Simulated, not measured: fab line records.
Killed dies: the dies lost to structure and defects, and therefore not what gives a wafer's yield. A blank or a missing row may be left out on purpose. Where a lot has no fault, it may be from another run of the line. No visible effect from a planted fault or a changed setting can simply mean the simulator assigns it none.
Matching of chambers    flow n5_finfet    4 sister chambers for N5_BEOL_M13_ETCH_67 on rie_diel-06
The step etches SiARC in CF4, target depth 143 nm, time 238.3 s. 4 wafers are shown with their chamber, then 8 later ones without.

WAFERS WITH THEIR CHAMBER
wafer   chamber  drypump_motor_current_A (A)
L086.1  1        5.30
L086.2  0        5.77
L086.4  3        5.90
L092.2  2        5.44

WAFERS WITH NO CHAMBER GIVEN
wafer   drypump_motor_current_A (A)
L092.4  5.43
L092.6  5.42
L094.1  5.89
L094.2  5.77
L094.6  5.78
L097.1  5.91
L097.2  5.27
L097.3  5.76

WHICH CHAMBER EACH ONE RAN IN
wafer   from the rows above  in truth
L092.4  2                    2
L092.6  2                    2
L094.1  3                    3
L094.2  0                    0
L094.6  0                    0
L097.1  3                    3
L097.2  1                    1
L097.3  0                    0
Correct placement for 8 of the 8. Left unplaced by these rows: 0. Wrongly placed: 0.
How it was worked out, from the rows above alone: a wafer's distance from a chamber is the root of the sum, over the readings, of the square of ((its reading less the chamber's mean) divided by the reading's scatter). If the next closest chamber is less than 2 further off than the closest, the wafer can't be placed; otherwise it belongs to the closest. The mean given for a chamber averages the wafers shown for that chamber. The scatter: root of mean squared gap, hidden wafer to nearest shown wafer, with one shown wafer a chamber.
